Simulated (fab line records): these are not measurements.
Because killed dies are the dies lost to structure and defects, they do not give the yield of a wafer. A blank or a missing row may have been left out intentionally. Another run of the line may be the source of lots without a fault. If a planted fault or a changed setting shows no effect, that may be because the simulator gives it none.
A struck lot beside a sound one    flow nand harc    14 out of 1302 route steps
Sound: wafers L502.2, L502.3, L502.6. Struck: wafer L512.5 (L512.1, L512.6, from the same lot, were not struck and are left out); the cause is given at the end.
Each step with rows lists, per side, the tool, then ch with its chambers, then its first start. Under that, the readings that differ: sound wafers    struck wafers    difference of the means    sigmas: that difference in standard deviations of wafers without a fault.
alike: same words and numbers on both sides, and readings whose means sit less than 2 such deviations apart. not compared: any withheld reading, any reading some wafer has no value for, any bound like >300 that may hide the same value, and any number with overlapping values for which the record gives no deviation.
A row with sigmas, a row that says differs or no value, or rows on one side alone: a step with any of these is where the two part. Numbers that don't overlap but have no deviation are shown without sigmas and don't part them. Lack of a reading on every wafer of one side parts them only where that side has two or more wafers.

first, 2 steps without rows for these wafers: NHARC_A_DECK1_JOINT_ANNEAL_28 (time 1800 s); NHARC_A_DECK1_JOINT_ANNEAL_29 (time 1800 s).
NHARC_A_DECK1_JOINT_CMP_02: polishes SiOx.
  sound on cmp-03 ch 0,1,3, day 14 05:16; struck on cmp-01 ch 0, day 19 01:16
  alike: edge zone pressure frac, motor current A, slurry flow ml min
  not compared: pad life wafers
then, 1 step without rows for these wafers: NHARC_A_DECK1_JOINT_SRD_15.
NHARC_A_DECK1_JOINT_DEP_16: deposits SiO2, target thk 45 nm.
  sound on pecvd-02 ch 0,1,2, day 14 05:38; struck on pecvd-03 ch 1, day 19 01:41
  alike: heater power w, mfc precursor sccm, throttle valve pct
NHARC_A_DECK1_JOINT_THK_MEAS_17: measures by ellipsometry.
  sound on film metro-01 at day 14 05:55; struck on film metro-02 at day 19 01:56
reading      sound           struck  difference  sigmas
thk nm (nm)  44.8 43.1 44.3  46.6    +2.5        +3
NHARC_A_DECK1_JOINT_INSPECT_05:
  sound on defect inspect-01 at day 14 05:57; struck on defect inspect-01 at day 19 01:58
  alike: raw defect count
then NHARC_A_ONON_D2_DEP_00 (target thk 1000 nm), 1 step lacking rows for these wafers.
NHARC_A_ONON_D2_THK_MEAS_02: measures by ellipsometry.
  sound on film metro-02 at day 14 06:32; struck on film metro-02 at day 19 02:32
  alike: thk nm
then NHARC_A_ONON_D2_DEP_03 (target thk 1000 nm), 1 step lacking rows for these wafers.
NHARC_A_ONON_D2_THK_MEAS_05: measures by ellipsometry.
  sound on film metro-02 at day 14 07:07; struck on film metro-02 at day 19 03:06
  alike: thk nm
NHARC_A_ONON_D2_DEP_06: target thk 1000 nm.
  sound on pecvd onon-01 ch 0, day 14 07:13; struck on pecvd onon-01 ch 0, day 19 03:10
NHARC_A_ONON_D2_THK_MEAS_08: measures by ellipsometry.
  sound on film metro-02 at day 14 07:40; struck on film metro-02 at day 19 03:50
reading      sound           struck  difference  sigmas
thk nm (nm)  1002 1002 1001  1514    +512        +47
  not compared: hold
-- the record jumps here: 12 days lie between the struck wafers' starts before and after (it left off in module A_ONON_D2 and takes up again in module END, whose first step shown is number 1302 of the route) --
NHARC_END_SORT_01:
  sound on prober-02 ch 0, day 25 22:31; struck on prober-01 ch 0, day 31 00:07
reading          sound     struck                    difference                    sigmas
hold             - - -     await dispo/3.3h/release  no value on the sound wafers  
killed at array  68 71 63  671                       +604                          +30
killed dies      76 78 68  677                       +603                          +32
  alike: killed at other, killed at periphery, killed open, killed short

## WHERE THEY PART
Earliest at NHARC_A_DECK1_JOINT_THK_MEAS_17; latest, in this record, at NHARC_END_SORT_01.

WHY: what had been put in by the simulator
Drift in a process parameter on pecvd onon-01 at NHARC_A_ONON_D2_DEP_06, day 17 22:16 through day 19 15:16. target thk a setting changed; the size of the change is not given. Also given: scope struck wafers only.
